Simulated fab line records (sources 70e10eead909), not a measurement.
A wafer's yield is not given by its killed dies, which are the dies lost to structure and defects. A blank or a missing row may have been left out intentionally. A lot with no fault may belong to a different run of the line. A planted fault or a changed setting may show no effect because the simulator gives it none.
Which of the tools did it?    flow nand_harc    42 wafers from 14 lots sampled at 2 of the route's 1302 steps

WHAT THE GAUGES READ, wafer by wafer
NHARC_A_BONDPAD_CD_MEAS_13.
lot   measured      on         cd_nm (nm)
L521  day 23 14:51  cd_sem-02  503.1 500.9 502.7
L524  day 23 20:42  cd_sem-01  504.2 499.5 502.1
L523  day 23 21:18  cd_sem-03  501.2 497.3 500.4
L526  day 24 13:47  cd_sem-03  500.1 498.2 498.7
L528  day 25 20:49  cd_sem-02  495.2 504.2 503.2
L529  day 26 07:22  cd_sem-01  499.2 502.0 499.3
L530  day 26 19:07  cd_sem-03  504.9 504.4 506.5
L531  day 27 12:16  cd_sem-01  505.0 497.0 500.8
L533  day 27 14:10  cd_sem-02  497.7 505.1 501.0
L532  day 27 21:39  cd_sem-01  507.9 500.3 501.6
L527  day 28 12:22  cd_sem-03  501.2 502.7 501.6
L542  day 31 21:07  cd_sem-03  504.9 502.1 504.1
L544  day 31 23:34  cd_sem-02  500.1 500.9 496.3
L543  day 32 00:11  cd_sem-03  499.2 500.7 497.8

EACH LOT AND THE TOOL THAT RAN IT (in order: tool; ch and the chambers of the sampled wafers; start)
lot   NHARC_A_M1_DEGAS_29
L521  pvd_sputter-01, day 23 10:58
L524  pvd_sputter-03, day 23 16:40
L523  pvd_sputter-02, day 23 17:14
L526  pvd_sputter-03, day 24 09:44
L528  pvd_sputter-02, day 25 16:37
L529  pvd_sputter-03, day 26 03:28
L530  pvd_sputter-03, day 26 15:07
L531  pvd_sputter-01, day 27 07:56
L533  pvd_sputter-02, day 27 10:04
L532  pvd_sputter-03, day 27 17:38
L527  pvd_sputter-01, day 28 08:22
L542  pvd_sputter-01, day 31 16:27
L544  pvd_sputter-01, day 31 19:28
L543  pvd_sputter-03, day 31 20:08
- NHARC_A_M1_DEGAS_29: time 60 s.

WHAT THE TOOLS THEMSELVES READ (means of the sampled wafers that have a number; where no wafer has one, the mark that the record gives instead)
NHARC_A_M1_DEGAS_29.
lot   tool            heater_power_w (W)
L521  pvd_sputter-01  349
L524  pvd_sputter-03  315
L523  pvd_sputter-02  364
L526  pvd_sputter-03  348
L528  pvd_sputter-02  369
L529  pvd_sputter-03  290
L530  pvd_sputter-03  317
L531  pvd_sputter-01  355
L533  pvd_sputter-02  413
L532  pvd_sputter-03  344
L527  pvd_sputter-01  352
L542  pvd_sputter-01  359
L544  pvd_sputter-01  349
L543  pvd_sputter-03  351

THE ANSWER, worked out from the rows above alone
Rule: the lots themselves supply what counts as usual. Put in order of their means at a reading, lots are off if they are a third of the lots or fewer, leave a main group of 4 or more, and stand apart from it by a gap of 3 or more times the standard deviation of the main group's means; of several such gaps the widest counts. The tables above print the reading to a certain number of digits; a main group whose means all agree to those digits is not used. A lot without any number at a reading at which 4 lots or more have one is off too. The other lots that the step has rows for count as sound. First the gauges in route order, then the tools' own readings, where a lot's mean is used as printed above. The first step at which some lot is off is used, and at that step the reading that is off furthest; a lot without a number counts as furthest.
Across all readings shown, no lot is off: no conclusion can be drawn from this.

WHAT THE SIMULATOR PUT IN
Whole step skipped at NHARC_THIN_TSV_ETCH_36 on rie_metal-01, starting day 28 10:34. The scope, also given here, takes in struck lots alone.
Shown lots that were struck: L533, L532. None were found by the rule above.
